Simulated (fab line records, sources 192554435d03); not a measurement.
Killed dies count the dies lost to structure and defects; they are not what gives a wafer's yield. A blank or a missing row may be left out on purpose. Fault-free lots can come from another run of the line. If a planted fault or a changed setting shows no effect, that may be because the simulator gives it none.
Matching of chambers || flow n5 finfet || 4 sister chambers for N5_HKMG_FIN_NWFM_ALD_20 on ald metal-04
The step deposits TiAlC, target thk 2 nm, pulse time 3 s, purge time 2 s. 4 wafers are shown with their chamber, then 8 later ones without.

## WAFERS WITH THEIR CHAMBER
{"wafer": "L085.5", "chamber": 3, "heater power w (W)": 458}
{"wafer": "L086.4", "chamber": 2, "heater power w (W)": 469}
{"wafer": "L086.6", "chamber": 1, "heater power w (W)": 447}
{"wafer": "L093.1", "chamber": 0, "heater power w (W)": 453}

## WAFERS WITH NO CHAMBER GIVEN
{"wafer": "L093.4", "heater power w (W)": 473}
{"wafer": "L093.6", "heater power w (W)": 457}
{"wafer": "L095.3", "heater power w (W)": 440}
{"wafer": "L095.5", "heater power w (W)": 448}
{"wafer": "L095.6", "heater power w (W)": 451}
{"wafer": "L096.2", "heater power w (W)": 479}
{"wafer": "L096.3", "heater power w (W)": 465}
{"wafer": "L096.5", "heater power w (W)": 457}

## WHICH CHAMBER EACH WENT THROUGH
{"wafer": "L093.4", "from the rows above": 2, "in truth": 2}
{"wafer": "L093.6", "from the rows above": "can't be placed: 3 or 0 or 1", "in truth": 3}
{"wafer": "L095.3", "from the rows above": "can't be placed: 1 or 0", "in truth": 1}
{"wafer": "L095.5", "from the rows above": "can't be placed: 1 or 0 or 3", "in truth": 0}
{"wafer": "L095.6", "from the rows above": "can't be placed: 0 or 1 or 3", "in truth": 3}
{"wafer": "L096.2", "from the rows above": 2, "in truth": 2}
{"wafer": "L096.3", "from the rows above": "can't be placed: 2 or 3 or 0", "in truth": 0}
{"wafer": "L096.5", "from the rows above": "can't be placed: 3 or 0 or 1", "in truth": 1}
Placed correctly: 2 of 8. Unplaceable from these rows: 6, with the true chamber sitting among the candidates in 6. 0 placed wrongly.
How it was worked out, from the rows above alone: a wafer's distance from a chamber is the root of the sum, over the readings, of the square of ((its reading less the chamber's mean) divided by the reading's scatter). If the next closest chamber is less than 2 further off than the closest, the wafer can't be placed; otherwise it belongs to the closest. The mean given for a chamber averages the wafers shown for that chamber. The scatter (one wafer shown for each chamber): square how far every hidden wafer sits from the nearest shown wafer, average those squares and take the square root.
